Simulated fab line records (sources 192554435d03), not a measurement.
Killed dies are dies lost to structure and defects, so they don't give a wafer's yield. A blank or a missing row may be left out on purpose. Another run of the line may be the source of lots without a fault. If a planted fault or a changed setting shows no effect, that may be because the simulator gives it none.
Split-lot study	flow n5-finfet	39 wafers read from 7 lots, route of 1938 steps

== ABOUT THE SPLIT ==
At N5_MOL_CONTACT_COAG_ALD_133 (deposits SiO2, target thk 5 nm, pulse time 1 s, co reactant pulse time 1 s), the setting ald-cycles was moved away from the recipe's 35 on 12 of the 39 wafers read, by -60.0% to -34.3%. For the rest of the wafers, this setting stayed at what the recipe calls for.

The split's own step is where the reading is taken.

== THE READING ==
SiO2_of_MOL_CONTACT_COAG_ALD_133.thk-nm (the simulator's own value, which no gauge read), in nm, at N5_MOL_CONTACT_COAG_ALD_133 (deposits SiO2, target thk 5 nm, pulse time 1 s, co reactant pulse time 1 s). The file gives no usual value for it.

wafer	tool, chamber at the split	ald-cycles as run	against the recipe	SiO2_of_MOL_CONTACT_COAG_ALD_133.thk-nm, nm	against lot-mates on the recipe
L080.1	ald-sin-02, 3,1,0	35	recipe	5	-
L080.3	ald-sin-02, 3,1,0	35	recipe	5	-
L080.4	ald-sin-02, 3,1,0	35	recipe	5	-
L086.1	ald-sin-03, 2,1,2	35	recipe	5	-
L086.4	ald-sin-03, 2,1,2	35	recipe	5	-
L086.5	ald-sin-03, 2,1,2	35	recipe	5	-
L086.2	ald-sin-03, 0	23	-34.3%	3.2	-1.8
L086.6	ald-sin-03, 0	23	-34.3%	3.2	-1.8
L086.3	ald-sin-03, 1	23	-34.3%	3.4	-1.6
L087.1	ald-sin-03, 2,1,2	14	-60.0%	2	-3.0
L087.5	ald-sin-03, 2,1,2	14	-60.0%	2	-3.0
L087.6	ald-sin-03, 2,1,2	14	-60.0%	2	-3.0
L087.2	ald-sin-03, 3,0,1	35	recipe	5	-
L087.3	ald-sin-03, 3,0,1	35	recipe	5	-
L087.4	ald-sin-03, 3,0,1	35	recipe	5	-
L088.1	ald-sin-02, 0,3,3	35	recipe	5	-
L088.3	ald-sin-02, 0,3,3	35	recipe	5	-
L088.5	ald-sin-02, 0,3,3	35	recipe	5	-
L088.2	ald-sin-02, 2,1,2	16	-54.3%	2.4	-2.6
L088.4	ald-sin-02, 2,1,2	16	-54.3%	2.4	-2.6
L088.6	ald-sin-02, 2,1,2	16	-54.3%	2.4	-2.6
L093.1	ald-sin-01, 3,2,1	19	-45.7%	2.8	-2.2
L093.3	ald-sin-01, 3,2,1	19	-45.7%	2.8	-2.2
L093.4	ald-sin-01, 3,2,1	19	-45.7%	2.8	-2.2
L093.2	ald-sin-01, 0,0,3	35	recipe	5	-
L093.5	ald-sin-01, 0,0,3	35	recipe	5	-
L093.6	ald-sin-01, 0,0,3	35	recipe	5	-
L094.1	ald-sin-01, 1,3,2,0,2,3	35	recipe	5	-
L094.2	ald-sin-01, 1,3,2,0,2,3	35	recipe	5	-
L094.3	ald-sin-01, 1,3,2,0,2,3	35	recipe	5	-
L094.4	ald-sin-01, 1,3,2,0,2,3	35	recipe	5	-
L094.5	ald-sin-01, 1,3,2,0,2,3	35	recipe	5	-
L094.6	ald-sin-01, 1,3,2,0,2,3	35	recipe	5	-
L095.1	ald-sin-02, 3,1,2,3,1,2	35	recipe	5	-
L095.2	ald-sin-02, 3,1,2,3,1,2	35	recipe	5	-
L095.3	ald-sin-02, 3,1,2,3,1,2	35	recipe	5	-
L095.4	ald-sin-02, 3,1,2,3,1,2	35	recipe	5	-
L095.5	ald-sin-02, 3,1,2,3,1,2	35	recipe	5	-
L095.6	ald-sin-02, 3,1,2,3,1,2	35	recipe	5	-
If several chambers appear in one row, that row covers several wafers at once and the file leaves open which wafer was in which chamber.

FIT RESULTS
A straight line over all 39 wafers: SiO2_of_MOL_CONTACT_COAG_ALD_133.thk-nm changes by +0.049 nm for each +1% of ald-cycles; r = +1.00; the points scatter about the line by 0.041 nm.
The same after taking each lot's own level away (the mean of its wafers on the recipe; 39 wafers): +0.049 nm for each +1%; r = +1.00; scatter 0.041 nm.
On that fit, the largest move of ald-cycles shifts the reading by 2.9 nm.
The lots' own levels span 5.00 to 5.00 nm.
Consequently the slope shifts little with the lot-to-lot level, the two slopes agreeing.
Check: with one of the wafers moved furthest among these (-60.0%) left out of the fit, the line predicts -2.93 nm for it against its lot-mates. Against them it came out at -3 nm.

== THE OTHER SPLITS THESE WAFERS WENT THROUGH ==
These wafers also went through other splits before the reading. Each is held against what the fit with the lots' levels taken away leaves over:
other split on the same wafers	wafers away from the commonest value	r with SiO2_of_MOL_CONTACT_COAG_ALD_133.thk-nm (lot level and that fit taken away)
N5_PMOS_HMC_CHANNEL_EPI_HM_DEP_34 target-thk-a	6	+0.01
N5_FIN_SAQP_HM_DEP_03 time-s	12	+0.03
N5_ILD0_ALD_15 ald-cycles	15	+0.04
N5_GATE_CUT_DESCUM_18 time-s	6	-0.13

== FILE'S OWN FIT ==
SiO2_of_MOL_CONTACT_COAG_ALD_133.thk-nm changes by +0.049 nm for each +1% of ald-cycles, r = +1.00.
